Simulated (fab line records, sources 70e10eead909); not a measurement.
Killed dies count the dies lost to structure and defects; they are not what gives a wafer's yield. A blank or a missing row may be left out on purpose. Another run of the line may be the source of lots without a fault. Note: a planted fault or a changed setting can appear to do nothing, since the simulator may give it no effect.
Matching of chambers | flow nand-harc | NHARC_A_STAIRCASE_DESCUM_168 on rie-diel-10: 4 sister chambers
The step chemistry O2, time 3 s. 18 wafers are shown with their chamber, then 9 later ones without.

WAFERS PAIRED WITH THEIR CHAMBERS
wafer  | chamber | drypump-motor-current-A (A) | oes-product-au (a.u.) | showerhead-plenum-p-Torr (Torr)
L076.3 | 2       | 5.5                         | 1.017                 | 1.78
L076.5 | 0       | 6.3                         | 1.012                 | 1.90
L076.6 | 2       | 5.5                         | 1.015                 | 1.78
L078.3 | 3       | 6.1                         | 1.001                 | 1.94
L078.4 | 1       | 6.1                         | 0.990                 | 1.86
L078.5 | 3       | 6.2                         | 1.008                 | 1.94
L084.3 | 1       | 6.1                         | 0.989                 | 1.86
L084.4 | 2       | 5.5                         | 1.004                 | 2.08
L084.6 | 2       | 5.5                         | 1.011                 | 2.08
L083.2 | 1       | 6.1                         | 0.990                 | 1.86
L083.3 | 0       | 6.3                         | 1.018                 | 1.89
L083.4 | 3       | 6.2                         | 1.010                 | 1.94
L085.2 | 3       | 6.1                         | 1.013                 | 1.93
L085.3 | 0       | 6.3                         | 1.019                 | 1.89
L085.5 | 1       | 6.1                         | 0.989                 | 1.86
L091.3 | 3       | 6.2                         | 1.013                 | 1.93
L091.4 | 0       | 6.3                         | 1.017                 | 1.88
L091.5 | 0       | 6.3                         | 1.006                 | 1.88

SIGNATURES (averages over the wafers above)
reading                  | chamber 0 | chamber 1 | chamber 2 | chamber 3 | scatter within a chamber
drypump-motor-current-A  | 6.300     | 6.100     | 5.500     | 6.160     | 0.0293
oes-product-au           | 1.01440   | 0.98950   | 1.01175   | 1.00900   | 0.00474
showerhead-plenum-p-Torr | 1.8880    | 1.8600    | 1.9300    | 1.9360    | 0.0804
Rule: a wafer lies at a distance from a chamber equal to the root of the sum of squares, over the readings, of (its reading less the chamber's mean, divided by the reading's scatter). If the next closest chamber is less than 2 further off than the closest, the wafer can't be placed; otherwise it belongs to the closest. The scatter is the square root of a quotient: the sum, over the shown wafers, of each reading's squared deviation from its chamber's mean, divided by wafers minus chambers.

WAFERS MISSING THEIR CHAMBER
wafer  | drypump-motor-current-A (A) | oes-product-au (a.u.) | showerhead-plenum-p-Torr (Torr)
L093.1 | 6.3                         | 1.011                 | 1.88
L093.5 | 5.5                         | 1.018                 | 2.07
L093.6 | 6.1                         | 1.007                 | 1.85
L092.3 | 6.2                         | 1.023                 | 1.93
L092.4 | 5.5                         | 1.017                 | 2.07
L092.5 | 6.1                         | 0.998                 | 1.85
L095.1 | 6.2                         | 1.003                 | 1.92
L095.4 | 5.5                         | 1.016                 | 2.06
L095.5 | 6.1                         | 1.002                 | 1.92

THE CHAMBER EACH PASSED THROUGH
wafer  | from the rows above     | in truth
L093.1 | 0                       | 0
L093.5 | 2                       | 2
L093.6 | can't be placed: 3 or 1 | 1
L092.3 | can't be placed: 3 or 0 | 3
L092.4 | 2                       | 2
L092.5 | can't be placed: 1 or 3 | 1
L095.1 | 3                       | 3
L095.4 | 2                       | 2
L095.5 | can't be placed: 3 or 1 | 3
Correctly placed: 5 of 9. From these rows, 4 cannot be placed; in 4 the true chamber is one of the candidates. Wrongly placed: 0.
